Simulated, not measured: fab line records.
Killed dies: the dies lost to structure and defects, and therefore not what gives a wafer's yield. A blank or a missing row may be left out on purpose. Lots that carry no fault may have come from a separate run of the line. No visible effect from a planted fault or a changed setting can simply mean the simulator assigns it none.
Which tool is to blame? + flow n5-finfet + 27 wafers from 9 lots sampled at 6 of the route's 1938 steps

== WHAT THE GAUGES SHOWED, per wafer ==
N5_STI_FIN_REVEAL_INSPECT_13: inspects for defects (darkfield).
| lot  | measured    | on                | raw-defect-count |
|------|-------------|-------------------|------------------|
| L245 | day 2 14:05 | defect-inspect-02 | 19 6 12          |
| L251 | day 4 02:31 | defect-inspect-01 | 13 16 16         |
| L252 | day 4 08:12 | defect-inspect-01 | 14 21 12         |
| L253 | day 4 15:39 | defect-inspect-01 | 11 14 10         |
| L259 | day 6 03:04 | defect-inspect-02 | 17 12 5          |
| L260 | day 6 07:39 | defect-inspect-02 | 1239 1220 1221   |
| L261 | day 6 13:31 | defect-inspect-01 | 1248 1252 1193   |
| L266 | day 7 19:35 | defect-inspect-01 | 10 8 8           |
| L268 | day 8 07:37 | defect-inspect-02 | 16 14 17         |

N5_BEOL_M4_RC_MEAS_101.
| lot  | measured     | on        | DIBL_N (mV/V)  | DIBL_P (mV/V)  | IOFF_N (nA/um) | IOFF_P (nA/um) | ION_N (uA/um) | ION_P (uA/um) | SS_N (mV/dec)  | SS_P (mV/dec)  | VT_N (mV)   | VT_P (mV)      |
|------|--------------|-----------|----------------|----------------|----------------|----------------|---------------|---------------|----------------|----------------|-------------|----------------|
| L245 | day 10 05:23 | prober-01 | 33.9 35.8 33.8 | 34.4 36.6 33.3 | 0.12 0.16 0.12 | 0.18 0.21 0.17 | 664 683 663   | 454 466 460   | 70.7 71.1 71.6 | 72.0 72.7 72.3 | 254 250 252 | -252 -253 -254 |
| L251 | day 10 15:55 | prober-01 | 35.5 35.7 34.7 | 36.4 36.0 34.5 | 0.16 0.15 0.13 | 0.22 0.21 0.18 | 679 668 663   | 465 457 451   | 71.4 71.8 71.7 | 73.5 72.9 73.5 | 248 251 253 | -251 -248 -250 |
| L252 | day 11 12:28 | prober-01 | 36.8 36.9 37.2 | 38.9 38.7 40.1 | 0.19 0.19 0.20 | 0.26 0.26 0.29 | 690 682 697   | 472 471 486   | 71.3 71.8 71.9 | 74.1 73.6 74.9 | 249 249 247 | -248 -248 -245 |
| L253 | day 11 14:42 | prober-01 | 38.7 38.2 37.8 | 39.0 39.1 37.9 | 0.20 0.18 0.18 | 0.32 0.32 0.31 | 664 683 686   | 472 477 484   | 73.3 71.7 72.3 | 73.9 73.5 73.8 | 248 249 247 | -242 -244 -240 |
| L259 | day 13 12:34 | prober-02 | 35.9 38.0 36.0 | 34.6 38.2 35.5 | 0.14 0.19 0.15 | 0.19 0.24 0.20 | 661 675 661   | 454 463 457   | 72.3 71.3 71.9 | 73.2 73.5 73.4 | 251 246 251 | -250 -249 -250 |
| L260 | day 13 18:07 | prober-02 | 34.7 33.1 35.3 | 35.1 33.9 35.8 | 0.14 0.11 0.15 | 0.20 0.18 0.20 | 663 651 668   | 458 457 462   | 71.4 71.3 71.0 | 73.7 73.1 74.1 | 253 257 251 | -253 -252 -251 |
| L261 | day 13 21:56 | prober-02 | 36.4 34.7 35.0 | 36.7 33.9 33.9 | 0.16 0.13 0.14 | 0.23 0.19 0.20 | 685 669 676   | 475 460 463   | 71.0 70.9 71.5 | 73.9 72.7 72.5 | 249 251 251 | -249 -249 -248 |
| L266 | day 15 14:51 | prober-02 | 35.6 34.9 36.8 | 35.1 34.2 35.7 | 0.12 0.12 0.14 | 0.18 0.17 0.19 | 648 672 667   | 450 464 461   | 71.4 70.7 70.9 | 73.4 73.2 72.4 | 255 254 252 | -253 -251 -253 |
| L268 | day 16 21:25 | prober-01 | 35.7 37.1 35.8 | 34.9 36.6 35.0 | 0.15 0.17 0.15 | 0.21 0.23 0.21 | 665 670 680   | 459 462 463   | 71.9 72.6 72.4 | 72.9 73.0 72.9 | 250 248 253 | -250 -248 -251 |

== WHICH TOOL RAN EACH LOT (tool, then ch and the chambers of the sampled wafers, then the start) ==
| lot  | N5_FIN_CUT_ETCH_21                | N5_STI_FIN_REVEAL_CMP_04     | N5_STI_FIN_REVEAL_RECESS_09       | N5_DUMMY_GATE_CMP_04         |
|------|-----------------------------------|------------------------------|-----------------------------------|------------------------------|
| L245 | rie-diel-01 ch 0,1, day 2 03:08   | cmp-04 ch 0,2,3, day 2 09:47 | vapor-etch-02 ch 0,1, day 2 10:35 | cmp-02 ch 0,1,3, day 2 18:34 |
| L251 | rie-diel-01 ch 0,1,2, day 3 16:52 | cmp-04 ch 0,2,3, day 3 22:56 | vapor-etch-02 ch 0,1, day 3 23:41 | cmp-01 ch 0,2,3, day 4 06:29 |
| L252 | rie-diel-05 ch 0,2,3, day 3 22:38 | cmp-01 ch 0,1,3, day 4 04:42 | vapor-etch-02 ch 0,1, day 4 05:25 | cmp-02 ch 1,2,3, day 4 13:59 |
| L253 | rie-diel-05 ch 0,1,2, day 4 03:44 | cmp-04 ch 0,1,3, day 4 09:49 | vapor-etch-01 ch 0, day 4 10:44   | cmp-04 ch 0,1,2, day 4 20:44 |
| L259 | rie-diel-04 ch 0,3, day 5 17:32   | cmp-04 ch 2,3, day 5 23:32   | vapor-etch-02 ch 0,1, day 6 00:49 | cmp-04 ch 2,3, day 6 07:20   |
| L260 | rie-diel-04 ch 1,3, day 5 21:47   | cmp-03 ch 0,1,2, day 6 04:05 | vapor-etch-02 ch 0,1, day 6 04:52 | cmp-01 ch 1,2,3, day 6 11:38 |
| L261 | rie-diel-05 ch 1,2,3, day 6 03:43 | cmp-01 ch 0,2,3, day 6 09:46 | vapor-etch-02 ch 0,1, day 6 10:41 | cmp-01 ch 2,3, day 6 17:59   |
| L266 | rie-diel-04 ch 0,2,3, day 7 08:43 | cmp-04 ch 0,1,3, day 7 15:58 | vapor-etch-01 ch 0,1, day 7 16:47 | cmp-02 ch 0,1,3, day 7 23:31 |
| L268 | rie-diel-05 ch 1,2, day 7 21:11   | cmp-04 ch 0,1, day 8 03:33   | vapor-etch-01 ch 0,1, day 8 05:19 | cmp-04 ch 2,3, day 8 11:38   |
- N5_FIN_CUT_ETCH_21: etches SOC in N2/H2, target depth 219 nm, overetch 43.8 nm, time 523.5 s.
- N5_STI_FIN_REVEAL_CMP_04: polishes, stops on Si3N4, t overpolish 4 s, target thk 131.83 nm.
- N5_STI_FIN_REVEAL_RECESS_09: chemistry HF/NH3, target SiO2, afs cycles 11, target depth 42.5 nm, sublimation time 60 s.
- N5_DUMMY_GATE_CMP_04: polishes a-Si.

== AS READ BY THE TOOLS THEMSELVES (means over the sampled wafers that have a number; for cases with no such wafer, the mark the record gives instead) ==
N5_FIN_CUT_ETCH_21.
| lot  | tool        | drypump-motor-current-A (A) | h2-flow-sccm (sccm) | oes-product-au (a.u.) | rf-vpp-V (V) | showerhead-plenum-p-Torr (Torr) | throttle-valve-pct (%) |
|------|-------------|-----------------------------|---------------------|-----------------------|--------------|---------------------------------|------------------------|
| L245 | rie-diel-01 | 6.2                         | 200.0               | 0.68                  | 241.6        | 2.64                            | 17.91                  |
| L251 | rie-diel-01 | 5.8                         | 200.3               | 0.73                  | 240.9        | 2.63                            | 17.88                  |
| L252 | rie-diel-05 | 5.1                         | 199.8               | 0.76                  | 240.6        | 2.53                            | 17.74                  |
| L253 | rie-diel-05 | 5.4                         | 200.1               | 0.75                  | 241.9        | 2.61                            | 17.87                  |
| L259 | rie-diel-04 | 5.9                         | 200.4               | 0.67                  | 240.6        | 2.53                            | 18.14                  |
| L260 | rie-diel-04 | 5.8                         | 199.2               | 0.72                  | 240.1        | 2.51                            | 18.04                  |
| L261 | rie-diel-05 | 5.5                         | 200.6               | 0.79                  | 241.2        | 2.54                            | 17.77                  |
| L266 | rie-diel-04 | 5.7                         | 199.3               | 0.68                  | 239.9        | 2.50                            | 17.94                  |
| L268 | rie-diel-05 | 5.8                         | 199.2               | 0.78                  | 241.4        | 2.61                            | 17.91                  |

N5_STI_FIN_REVEAL_CMP_04.
| lot  | tool   | motor-current-A (A) | overpolish-run-s (s) | time-to-endpoint-s (s) |
|------|--------|---------------------|----------------------|------------------------|
| L245 | cmp-04 | 8.2                 | 3.997                | 116                    |
| L251 | cmp-04 | 8.5                 | 3.995                | 116                    |
| L252 | cmp-01 | 8.1                 | 4.004                | 100                    |
| L253 | cmp-04 | 8.0                 | 4.002                | 113                    |
| L259 | cmp-04 | 9.1                 | 3.992                | 116                    |
| L260 | cmp-03 | 7.4                 | 4.003                | 100                    |
| L261 | cmp-01 | 8.8                 | 3.992                | 101                    |
| L266 | cmp-04 | 8.0                 | 4.003                | 100                    |
| L268 | cmp-04 | 7.5                 | 4.001                | 97                     |

N5_STI_FIN_REVEAL_RECESS_09.
| lot  | tool          | drypump-motor-current-A (A) |
|------|---------------|-----------------------------|
| L245 | vapor-etch-02 | 5.96                        |
| L251 | vapor-etch-02 | 6.10                        |
| L252 | vapor-etch-02 | 5.96                        |
| L253 | vapor-etch-01 | 6.29                        |
| L259 | vapor-etch-02 | 5.94                        |
| L260 | vapor-etch-02 | 6.12                        |
| L261 | vapor-etch-02 | 5.96                        |
| L266 | vapor-etch-01 | 6.09                        |
| L268 | vapor-etch-01 | 5.90                        |

N5_DUMMY_GATE_CMP_04.
| lot  | tool   | motor-current-A (A) | time-to-endpoint-s (s) |
|------|--------|---------------------|------------------------|
| L245 | cmp-02 | 11.2                | 13.0                   |
| L251 | cmp-01 | 11.1                | 14.9                   |
| L252 | cmp-02 | 10.4                | 15.4                   |
| L253 | cmp-04 | 9.2                 | 15.8                   |
| L259 | cmp-04 | 11.1                | 11.9                   |
| L260 | cmp-01 | 10.0                | 8.1                    |
| L261 | cmp-01 | 11.1                | 12.9                   |
| L266 | cmp-02 | 11.3                | 13.8                   |
| L268 | cmp-04 | 11.3                | 14.6                   |

== THE ANSWER, worked out from the rows above alone ==
Rule: usual is defined by the lots themselves. The widest of any qualifying gaps counts: lots, ordered by their means at a reading, are off when they make up no more than a third of the lots, leave a main group of 4 or more, and stand apart from it by 3 or more times the standard deviation of that group's means. Not used: any main group whose means are identical at the precision the tables above print for the reading. Also off: a lot with no number at a reading for which 4 or more lots have one. All remaining lots with rows at the step are treated as sound. Order of review: gauges by route order, followed by the tools' own readings, for which a lot's mean as printed above is used. At the first step where some lot is off, the reading lying furthest off is the one used; lots without a number count as furthest.
Off, at N5_STI_FIN_REVEAL_INSPECT_13 on raw-defect-count: L260, L261. Main group: mean 13, sd 2.4.
If a tool, at a process step before that reading, ran all the lots that are off and no sound lot after the first of them, it fits. Those tools and the gauges at N5_STI_FIN_REVEAL_INSPECT_13 are tried in the same way. One candidate fits, namely vapor-etch-02 at N5_STI_FIN_REVEAL_RECESS_09. Its last sound lot is L259 (day 6 00:49), its first lot that is off L260 (day 6 04:52): a fault that began between those two fits.

== WHAT WAS PUT IN BY THE SIMULATOR ==
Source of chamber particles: vapor-etch-02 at N5_STI_FIN_REVEAL_RECESS_09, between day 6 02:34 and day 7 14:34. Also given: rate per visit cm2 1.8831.
Lots struck among those shown: L260, L261. Same finding as the rule above.
